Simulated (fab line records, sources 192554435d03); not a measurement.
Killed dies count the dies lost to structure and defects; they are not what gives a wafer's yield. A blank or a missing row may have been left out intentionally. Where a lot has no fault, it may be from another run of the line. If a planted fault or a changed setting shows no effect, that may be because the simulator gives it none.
A struck lot beside a sound one ; flow n5 finfet ; 14 out of 1938 route steps
Sound: the wafers L284.2, L284.4, L284.6. The struck wafers were L278.1, L278.3, L278.4. The cause comes at the end.
Per side, at each step with rows, come the tool, then ch with its chambers, and then its first start. Under that, the readings that differ: sound wafers ; struck wafers ; difference of the means ; sigmas: that difference in standard deviations of wafers without a fault.
alike: words and numbers the same on both sides, and readings whose means are apart by under 2 such deviations; not compared: readings that were withheld, readings missing a value for some wafer, numbers with overlapping values and no deviation given by the record, and bounds like >300 which may hide the same value.
Wherever a step has rows on one side only, a row that says differs or no value, or a row with sigmas, the two part there. Non-overlapping numbers with no deviation appear without sigmas and do not part them. A reading that every wafer of one side lacks parts them only if that side has two wafers or more.

N5_BEOL_M10_RS_MEAS_57: uses a four-point probe to measure.
  sound: film metro-01 at day 13 17:32; struck: film metro-02 at day 11 21:16
  alike: M10_RS
N5_BEOL_M10_INSPECT_58: inspects for defects (darkfield).
  sound: defect inspect-02 at day 13 17:34; struck: defect inspect-01 at day 11 21:17
  alike: raw defect count
N5_BEOL_M11_ILD_DEP_00: deposits SiCOH lowk from DEMS/porogen, target thk 308.51 nm, time 58 s.
  sound on pecvd-02 ch 0,1, day 13 17:36; struck on pecvd-02 ch 0,1,2, day 11 21:20
  alike: heater power w, showerhead plenum p Torr, throttle valve pct
N5_BEOL_M11_CURE_71: cures SiCOH lowk, time 240 s.
  sound on uv cure-02 ch 2, day 13 17:47; struck on uv cure-01 ch 0, day 11 21:34
  alike: lamp power pct, wafer_temp_C_max
N5_BEOL_M11_THK_MEAS_01:
  sound: film metro-01 at day 13 18:13; struck: film metro-01 at day 11 22:34
  alike: M11_ILD_THK
N5_BEOL_M11_PECVD_70: deposits SiO2 from TEOS/O2, target thk 20 nm, time 22.7 s.
  sound on pecvd-02 ch 1, day 13 18:15; struck on pecvd-03 ch 0,1,2, day 11 22:35
  alike: heater power w, showerhead plenum p Torr, throttle valve pct
N5_BEOL_M11_HM_DEP_02: deposits TiN, target thk 20 nm.
  sound: pvd sputter-01 at day 13 18:34; struck: pvd sputter-02 at day 12 01:41
  alike: throttle valve pct
then, 5 steps without rows for these wafers: N5_BEOL_M11_COAT_59 (time 60 s, resist thk 100 nm); N5_BEOL_M11_COAT_60 (time 60 s, resist thk 30 nm); N5_BEOL_M11_COAT_05 (resist thk 90 nm); N5_BEOL_M11_EBR_07; N5_BEOL_M11_SOFTBAKE_06 (time 60 s).
N5_BEOL_M11_EXPOSE_08: exposes mask M11.
  struck on arfi scanner-01, day 12 01:55; sound on arfi scanner-02 ch 0, day 13 18:57
  no value came back on the struck wafers for dipole opening deg (degrees), exposure dose mJ cm2, focus offset nm (nm), sigma outer; on the sound wafers dipole opening deg (degrees) reads 40 40 40
  alike: mask
then, 1 step without rows for these wafers: N5_BEOL_M11_PEB_09 (peb time 60 s).

WHERE THEY PART
At N5_BEOL_M11_EXPOSE_08 and nowhere else, as far as this record goes.

WHY: whatever the simulator had introduced
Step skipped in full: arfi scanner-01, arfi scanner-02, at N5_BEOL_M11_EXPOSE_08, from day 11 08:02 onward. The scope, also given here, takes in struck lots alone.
